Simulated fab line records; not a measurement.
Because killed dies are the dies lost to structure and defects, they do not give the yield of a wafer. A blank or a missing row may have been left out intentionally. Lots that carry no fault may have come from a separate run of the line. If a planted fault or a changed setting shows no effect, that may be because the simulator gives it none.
What tool caused it? / flow n5Finfet / 8 lots with 24 wafers sampled at 2 steps, on a route of 1938 steps

## WHAT EACH GAUGE READ, for each wafer
N5_DUMMY_GATE_INSPECT_17: inspects for defects (brightfield).
lot=L599; measured=day 3 15:22; on=defectInspect-02; rawDefectCount=204 266 171
lot=L600; measured=day 3 23:04; on=defectInspect-01; rawDefectCount=153 237 227
lot=L606; measured=day 5 15:22; on=defectInspect-02; rawDefectCount=250 225 184
lot=L607; measured=day 5 19:07; on=defectInspect-02; rawDefectCount=316 205 214
lot=L608; measured=day 6 03:13; on=defectInspect-01; rawDefectCount=671 241 228
lot=L609; measured=day 6 11:15; on=defectInspect-02; rawDefectCount=601 309 395
lot=L612; measured=day 7 00:29; on=defectInspect-01; rawDefectCount=175 178 139
lot=L617; measured=day 8 05:29; on=defectInspect-02; rawDefectCount=218 128 218

## EACH LOT AND THE TOOL THAT RAN IT (in order: tool; ch and the chambers of the sampled wafers; start)
lot=L599; N5_DUMMY_GATE_CMP_04=cmp-02 ch 0,2,3, day 3 10:44
lot=L600; N5_DUMMY_GATE_CMP_04=cmp-01 ch 1,3, day 3 18:21
lot=L606; N5_DUMMY_GATE_CMP_04=cmp-01 ch 1,2,3, day 5 10:48
lot=L607; N5_DUMMY_GATE_CMP_04=cmp-01 ch 1,3, day 5 14:17
lot=L608; N5_DUMMY_GATE_CMP_04=cmp-01 ch 0,2,3, day 5 22:39
lot=L609; N5_DUMMY_GATE_CMP_04=cmp-01 ch 0,1,3, day 6 04:32
lot=L612; N5_DUMMY_GATE_CMP_04=cmp-02 ch 0,1,3, day 6 17:54
lot=L617; N5_DUMMY_GATE_CMP_04=cmp-02 ch 0,1,3, day 8 00:46
- N5_DUMMY_GATE_CMP_04: polishes a-Si.

## THE ANSWER, worked out from the rows above alone
Rule: usual is defined by the lots themselves. The widest of any qualifying gaps counts: lots, ordered by their means at a reading, are off when they make up no more than a third of the lots, leave a main group of 4 or more, and stand apart from it by 3 or more times the standard deviation of that group's means. A main group whose means are all the same, to the digits that the tables above print for the reading, isn't used. Also off: a lot with no number at a reading for which 4 or more lots have one. Any other lot the step has rows for is counted as sound.
Off: L608, L609 (N5_DUMMY_GATE_INSPECT_17, rawDefectCount). Mean 206 and standard deviation 25 in the main group.
A tool fits if, at a process step before that reading, it ran every lot that is off, and no sound lot after the first of them. The gauges at N5_DUMMY_GATE_INSPECT_17 are tried like those tools. One fits: N5_DUMMY_GATE_CMP_04 on cmp-01. A fault onset in the window from L607 (day 5 14:17, its last sound lot) to L608 (day 5 22:39, its first lot off) fits.

## WHAT THE SIMULATOR PUT IN
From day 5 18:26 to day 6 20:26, cmp-01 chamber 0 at N5_DUMMY_GATE_CMP_04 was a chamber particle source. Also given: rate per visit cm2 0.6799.
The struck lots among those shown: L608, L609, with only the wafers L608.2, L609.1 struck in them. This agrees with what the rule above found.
